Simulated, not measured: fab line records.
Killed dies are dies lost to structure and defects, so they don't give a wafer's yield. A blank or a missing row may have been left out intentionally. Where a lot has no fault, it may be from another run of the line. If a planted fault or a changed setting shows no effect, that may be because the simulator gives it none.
Which of the tools did it?	flow nand harc	24 lots, 72 wafers sampled, at 6 steps of a route of 1159

== WHAT THE GAUGES SHOWED, per wafer ==
The record holds no reading of a measuring or inspecting step that can be judged against a usual standard deviation.

== WHAT TOOL EACH LOT RAN ON (gives the tool, then ch and the chambers of the sampled wafers, and finally the start) ==
lot	NHARC_P_GATE_STRIP_76	NHARC_P_GATE_RTA_64	NHARC_P_CONTACT_CMP_01	NHARC_P_M0_STRIP_18	NHARC_P_M0_PVD_21	NHARC_P_M1_ETCH_15
L074	plasma asher-02 ch 0,1, day 5 12:04	rtp anneal-02 ch 0, day 5 14:49	cmp-01 ch 0,1,3, day 5 16:53	rie diel-06 ch 0,2, day 6 04:55	pvd sputter-01, no start	rie diel-12 ch 0,1,3, no start
L075	plasma asher-01 ch 0,1, day 5 18:14	rtp anneal-02 ch 0, day 5 21:04	cmp-02 ch 2,3, day 5 23:22	rie diel-13 ch 0,2,3, day 6 11:11	pvd sputter-01, no start	rie diel-12 ch 1,2,3, no start
L076	plasma asher-02 ch 0,1, day 5 19:07	rtp anneal-02 ch 0, day 5 21:52	cmp-04 ch 0,1,3, day 5 23:54	rie diel-13 ch 1,2,3, day 6 11:38	pvd sputter-01, no start	rie diel-12 ch 0,2,3, no start
L077	plasma asher-01 ch 0,1, day 6 09:20	rtp anneal-01 ch 0, day 6 11:59	cmp-02 ch 0,1,2, day 6 14:16	rie diel-06 ch 1,2,3, day 6 22:03	pvd sputter-02, no start	rie diel-03 ch 0,1,3, no start
L078	plasma asher-01 ch 0,1, day 6 09:51	rtp anneal-01 ch 0, day 6 12:41	cmp-04 ch 0,1, day 6 14:54	rie diel-06 ch 1,2,3, day 6 22:38	pvd sputter-02, no start	rie diel-12 ch 2,3, no start
L080	plasma asher-02 ch 0,1, day 6 15:47	rtp anneal-01 ch 0, day 6 18:30	cmp-04 ch 0,2,3, day 6 20:38	rie diel-06 ch 1,2, day 7 03:31	pvd sputter-02, no start	rie diel-01 ch 0,1, no start
L079	plasma asher-01 ch 1, day 6 16:10	rtp anneal-01 ch 0, day 6 18:54	cmp-02 ch 0,3, day 6 21:06	rie diel-13 ch 0,1,2, day 7 03:57	pvd sputter-03, no start	rie diel-01 ch 0,2, no start
L081	plasma asher-02 ch 0,1, day 7 04:48	rtp anneal-01 ch 0, day 7 07:34	cmp-02 ch 0,1,2, day 7 09:47	rie diel-13 ch 1,2,3, day 7 20:24	pvd sputter-02, no start	rie diel-01 ch 0,1,2, no start
L082	plasma asher-02 ch 0,1, day 7 12:30	rtp anneal-02 ch 0, day 7 15:10	cmp-04 ch 1,2,3, day 7 17:13	rie diel-13 ch 0,2, day 7 23:06	pvd sputter-03, no start	rie diel-03 ch 0,3, no start
L083	plasma asher-01 ch 0,1, day 7 12:56	rtp anneal-01 ch 0, day 7 15:44	cmp-02 ch 0,1,2, day 7 18:02	rie diel-13 ch 0,1, day 7 23:59	pvd sputter-01, no start	rie diel-03 ch 0,1, no start
L084	plasma asher-01 ch 0,1, day 8 00:21	rtp anneal-01 ch 0, day 8 03:25	cmp-02 ch 1,2, day 8 05:28	rie diel-13 ch 0,3, day 8 13:51	pvd sputter-02, no start	rie diel-12 ch 1,2, no start
L085	plasma asher-01 ch 0,1, day 8 02:04	rtp anneal-01 ch 0, day 8 04:57	cmp-02 ch 1,3, day 8 07:16	rie diel-13 ch 0,1, day 8 14:38	pvd sputter-01, no start	rie diel-03 ch 0,1,3, no start
L087	plasma asher-02 ch 0,1, day 8 13:35	rtp anneal-01 ch 0, day 8 16:13	cmp-02 ch 0,2, day 8 18:15	rie diel-13 ch 1,2,3, day 9 00:13	pvd sputter-01, no start	rie diel-03 ch 1,3, no start
L086	plasma asher-01 ch 0,1, day 8 16:13	rtp anneal-01 ch 0, day 8 19:31	cmp-04 ch 0,1,2, day 8 21:34	rie diel-13 ch 0,2,3, day 9 06:33	pvd sputter-02, no start	rie diel-03 ch 0,1,3, no start
L088	plasma asher-01 ch 0,1, day 8 23:26	rtp anneal-01 ch 0, day 9 02:40	cmp-01 ch 0,1,2, day 9 04:47	rie diel-13 ch 0,1,2, day 9 14:36	pvd sputter-01, no start	rie diel-03 ch 0,1,2, no start
L089	plasma asher-02 ch 0,1, day 9 03:02	rtp anneal-01 ch 0, day 9 06:01	cmp-02 ch 0,1, day 9 08:00	rie diel-13 ch 1,2,3, day 9 17:12	pvd sputter-01, no start	rie diel-01 ch 0,3, no start
L092	plasma asher-01 ch 0,1, day 9 10:16	rtp anneal-01 ch 0, day 9 13:03	cmp-01 ch 1,3, day 9 15:15	rie diel-06 ch 1,3, day 10 02:33	pvd sputter-03, no start	rie diel-01 ch 0,1, no start
L090	plasma asher-02 ch 0,1, day 9 10:52	rtp anneal-01 ch 0, day 9 13:49	cmp-01 ch 0,1,3, day 9 16:00	rie diel-09 ch 0,2, day 10 02:23	pvd sputter-01, no start	rie diel-12 ch 0,2,3, no start
L091	plasma asher-01 ch 0,1, day 9 11:10	rtp anneal-01 ch 0, day 9 14:08	cmp-04 ch 0,3, day 9 16:10	rie diel-09 ch 1,2,3, day 10 03:05	pvd sputter-01, no start	rie diel-01 ch 1,3, no start
L094	plasma asher-02 ch 0,1, day 10 00:40	rtp anneal-02 ch 0, day 10 03:19	cmp-02 ch 0,1,3, day 10 05:38	rie diel-09 ch 0,1,3, day 10 13:43	pvd sputter-01, no start	rie diel-12 ch 0,2,3, no start
L093	plasma asher-02 ch 0,1, day 10 01:00	rtp anneal-02 ch 0, day 10 03:55	cmp-01 ch 1,3, day 10 06:08	rie diel-06 ch 1,3, day 10 15:04	pvd sputter-03, no start	rie diel-03 ch 1,2, no start
L095	plasma asher-02 ch 0,1, day 10 11:22	rtp anneal-02 ch 0, day 10 14:07	cmp-04 ch 2,3, day 10 16:34	rie diel-06 ch 2,3, day 10 22:10	pvd sputter-03, no start	rie diel-03 ch 0,1, no start
L096	plasma asher-01 ch 0,1, day 10 18:44	rtp anneal-01 ch 0, day 10 21:35	cmp-01 ch 0,3, day 10 23:38	rie diel-13 ch 1,2,3, day 11 08:01	pvd sputter-03, no start	rie diel-01 ch 0,1,2, no start
L097	plasma asher-02 ch 0,1, day 11 09:07	rtp anneal-02 ch 0, day 11 11:43	cmp-02 ch 0,1, day 11 13:49	rie diel-06 ch 1,2, day 11 21:41	pvd sputter-03, no start	rie diel-03 ch 0,3, no start
- NHARC_P_GATE_STRIP_76: strips in O2.
- NHARC_P_GATE_RTA_64: time 1 s.
- NHARC_P_CONTACT_CMP_01: polishes SiO2, target thk 200 nm.
- NHARC_P_M0_STRIP_18: strips in N2/H2.
- NHARC_P_M0_PVD_21: deposits Cu, target thk 30 nm, time 20.49 s.
- NHARC_P_M1_ETCH_15: etches the open film in C4F8/Ar, target depth 182.5 nm, time 91.2 s.

== AS READ BY THE TOOLS THEMSELVES (means over the sampled wafers that have a number; for cases with no such wafer, the mark the record gives instead) ==
NHARC_P_GATE_STRIP_76. Usual: drypump motor current A 5.74 A, standard deviation 0.29; heater power w 335 W, standard deviation 36.
lot	tool	drypump motor current A (A)	heater power w (W)	flag
L074	plasma asher-02	6.03	345	
L075	plasma asher-01	5.52	319	
L076	plasma asher-02	5.81	370	
L077	plasma asher-01	5.62	320	
L078	plasma asher-01	5.51	313	
L080	plasma asher-02	5.83	370	
L079	plasma asher-01	5.44	310	
L081	plasma asher-02	6.01	338	
L082	plasma asher-02	5.83	369	
L083	plasma asher-01	5.61	317	
L084	plasma asher-01	5.54	310	
L085	plasma asher-01	5.62	317	
L087	plasma asher-02	6.02	347	
L086	plasma asher-01	5.65	319	
L088	plasma asher-01	5.50	312	
L089	plasma asher-02	5.80	363	
L092	plasma asher-01	5.54	310	
L090	plasma asher-02	6.02	343	
L091	plasma asher-01	5.52	314	
L094	plasma asher-02	5.83	365	
L093	plasma asher-02	6.02	341	
L095	plasma asher-02	5.82	366	
L096	plasma asher-01	5.52	316	
L097	plasma asher-02	5.82	370	

NHARC_P_GATE_RTA_64. Usual: lamp power pct 33.7 %, standard deviation 0.56; lamp_zone_2_pct 33.7 %, standard deviation 0.56; wafer_temp_C_max 1056.3, standard deviation 1.5.
lot	tool	lamp power pct (%)	lamp_zone_2_pct (%)	wafer_temp_C_max	flag
L074	rtp anneal-02	34.5	34.5	1055.7	
L075	rtp anneal-02	34.5	34.5	1054.9	
L076	rtp anneal-02	34.5	34.5	1054.4	
L077	rtp anneal-01	33.3	33.3	1058.4	
L078	rtp anneal-01	33.3	33.4	1056.3	
L080	rtp anneal-01	33.3	33.3	1057.7	
L079	rtp anneal-01	33.3	33.3	1056.5	
L081	rtp anneal-01	33.3	33.2	1057.1	
L082	rtp anneal-02	34.5	34.5	1055.5	
L083	rtp anneal-01	33.3	33.3	1058.0	
L084	rtp anneal-01	33.3	33.3	1056.4	
L085	rtp anneal-01	33.3	33.2	1057.4	
L087	rtp anneal-01	33.3	33.4	1055.7	
L086	rtp anneal-01	33.3	33.3	1057.1	
L088	rtp anneal-01	33.3	33.3	1057.8	
L089	rtp anneal-01	33.3	33.3	1056.5	
L092	rtp anneal-01	33.3	33.3	1057.0	
L090	rtp anneal-01	33.3	33.2	1057.6	
L091	rtp anneal-01	33.3	33.3	1057.9	
L094	rtp anneal-02	34.5	34.5	1055.6	
L093	rtp anneal-02	34.4	34.4	1055.1	
L095	rtp anneal-02	34.4	34.5	1055.2	
L096	rtp anneal-01	33.4	33.3	1056.5	
L097	rtp anneal-02	34.4	34.4	1055.8	

NHARC_P_CONTACT_CMP_01. Usual: motor current A 12.2 A, standard deviation 0.95; retaining ring pressure frac 1.001, standard deviation 0.0053.
lot	tool	motor current A (A)	retaining ring pressure frac	flag
L074	cmp-01	12.7	1.003	
L075	cmp-02	11.8	0.998	
L076	cmp-04	11.8	1.005	
L077	cmp-02	11.5	1.002	
L078	cmp-04	12.2	1.003	
L080	cmp-04	12.0	0.998	
L079	cmp-02	11.7	1.003	
L081	cmp-02	12.0	1.001	
L082	cmp-04	12.2	0.999	
L083	cmp-02	11.8	1.001	
L084	cmp-02	12.7	1.003	
L085	cmp-02	12.8	0.992	
L087	cmp-02	11.3	1.003	
L086	cmp-04	12.5	1.002	
L088	cmp-01	13.2	0.998	
L089	cmp-02	12.8	0.997	
L092	cmp-01	13.6	1.001	
L090	cmp-01	12.3	0.993	
L091	cmp-04	12.0	1.003	
L094	cmp-02	12.3	1.002	
L093	cmp-01	13.2	1.002	
L095	cmp-04	11.9	1.006	
L096	cmp-01	12.3	0.998	
L097	cmp-02	12.7	1.008	

NHARC_P_M0_STRIP_18. Usual: drypump motor current A 5.7 A, standard deviation 0.48; oes product au 0.999 a.u., standard deviation 0.0076; rf vpp V 90.8 V, standard deviation 1; showerhead plenum p Torr 2.07 Torr, standard deviation 0.093; throttle valve pct 14.171 %, standard deviation 0.0092.
lot	tool	drypump motor current A (A)	oes product au (a.u.)	rf vpp V (V)	showerhead plenum p Torr (Torr)	throttle valve pct (%)	flag
L074	rie diel-06	5.5	0.987	90.3	2.00	14.171	
L075	rie diel-13	5.6	1.006	90.7	2.10	14.169	
L076	rie diel-13	6.0	0.999	90.7	2.11	14.173	
L077	rie diel-06	5.7	1.009	90.9	2.07	14.168	
L078	rie diel-06	5.7	1.004	89.9	2.07	14.168	
L080	rie diel-06	5.7	1.003	91.0	2.09	14.169	
L079	rie diel-13	5.6	1.003	90.7	2.09	14.169	
L081	rie diel-13	6.0	1.002	91.7	2.11	14.168	
L082	rie diel-13	5.2	1.004	91.1	2.08	14.172	
L083	rie diel-13	5.5	0.996	91.0	2.03	14.174	
L084	rie diel-13	5.1	0.994	90.6	2.04	14.172	
L085	rie diel-13	5.5	0.996	90.4	2.03	14.162	
L087	rie diel-13	6.0	1.002	91.5	2.11	14.169	
L086	rie diel-13	5.6	0.995	91.7	2.10	14.175	
L088	rie diel-13	5.6	0.995	91.3	2.08	14.170	
L089	rie diel-13	6.0	0.995	90.8	2.11	14.176	
L092	rie diel-06	5.7	1.014	90.7	2.04	14.175	
L090	rie diel-09	6.2	0.997	90.6	2.01	14.178	
L091	rie diel-09	5.9	0.995	92.1	2.18	14.163	
L094	rie diel-09	6.0	0.999	91.4	2.09	14.169	
L093	rie diel-06	5.7	1.008	91.4	2.04	14.163	
L095	rie diel-06	5.8	1.000	91.3	2.12	14.168	
L096	rie diel-13	6.0	1.000	90.6	2.10	14.175	
L097	rie diel-06	5.7	0.998	91.3	2.08	14.183	

NHARC_P_M0_PVD_21. Usual: throttle valve pct at 30.7 %, with a standard deviation of 1.2.
lot	tool	throttle valve pct (%)	flag
L074	pvd sputter-01	28.8	
L075	pvd sputter-01	29.9	
L076	pvd sputter-01	28.9	
L077	pvd sputter-02	31.1	
L078	pvd sputter-02	31.6	
L080	pvd sputter-02	31.6	
L079	pvd sputter-03	30.4	
L081	pvd sputter-02	31.7	
L082	pvd sputter-03	30.4	
L083	pvd sputter-01	29.2	
L084	pvd sputter-02	31.7	
L085	pvd sputter-01	31.2	
L087	pvd sputter-01	31.2	
L086	pvd sputter-02	31.7	
L088	pvd sputter-01	30.1	
L089	pvd sputter-01	31.4	
L092	pvd sputter-03	30.5	
L090	pvd sputter-01	32.0	
L091	pvd sputter-01	31.3	
L094	pvd sputter-01	30.3	
L093	pvd sputter-03	30.5	
L095	pvd sputter-03	30.4	
L096	pvd sputter-03	31.0	
L097	pvd sputter-03	30.4	

NHARC_P_M1_ETCH_15. Usual: oes product au 0.955 a.u., standard deviation 0.021; rf vpp V 441.8 V, standard deviation 2.3.
lot	tool	oes product au (a.u.)	rf vpp V (V)	flag
L074	rie diel-12	0.972	440.6	
L075	rie diel-12	0.961	440.7	
L076	rie diel-12	0.934	441.9	
L077	rie diel-03	0.929	441.5	
L078	rie diel-12	0.913	440.4	
L080	rie diel-01	0.957	443.0	
L079	rie diel-01	0.966	445.6	
L081	rie diel-01	0.977	443.8	
L082	rie diel-03	0.927	441.8	
L083	rie diel-03	0.956	440.8	
L084	rie diel-12	0.970	440.3	
L085	rie diel-03	0.973	441.2	
L087	rie diel-03	0.926	440.4	
L086	rie diel-03	0.932	440.1	
L088	rie diel-03	0.967	442.2	
L089	rie diel-01	0.964	442.9	
L092	rie diel-01	0.958	443.6	
L090	rie diel-12	0.973	441.3	
L091	rie diel-01	0.955	437.6	
L094	rie diel-12	0.978	441.8	
L093	rie diel-03	0.935	442.9	
L095	rie diel-03	0.964	441.6	
L096	rie diel-01	0.939	443.7	
L097	rie diel-03	0.980	441.5	

== THE ANSWER, worked out from the rows above alone ==
Rule: a lot counts as off when the mean over its wafers that have a number is more than 3 standard deviations away from the usual mean. Also off: a lot with no number at a reading for which 4 or more lots have one. Where the step has rows for the other lots, those lots are counted as sound. After the gauges, taken in route order, come the tools' own readings; for these a lot's mean is taken, as printed above. At the first step where some lot is off, the reading lying furthest off is the one used; lots without a number count as furthest.
No lot is off at any reading shown: from this, nothing can be told.

== WHAT THE SIMULATOR PUT IN ==
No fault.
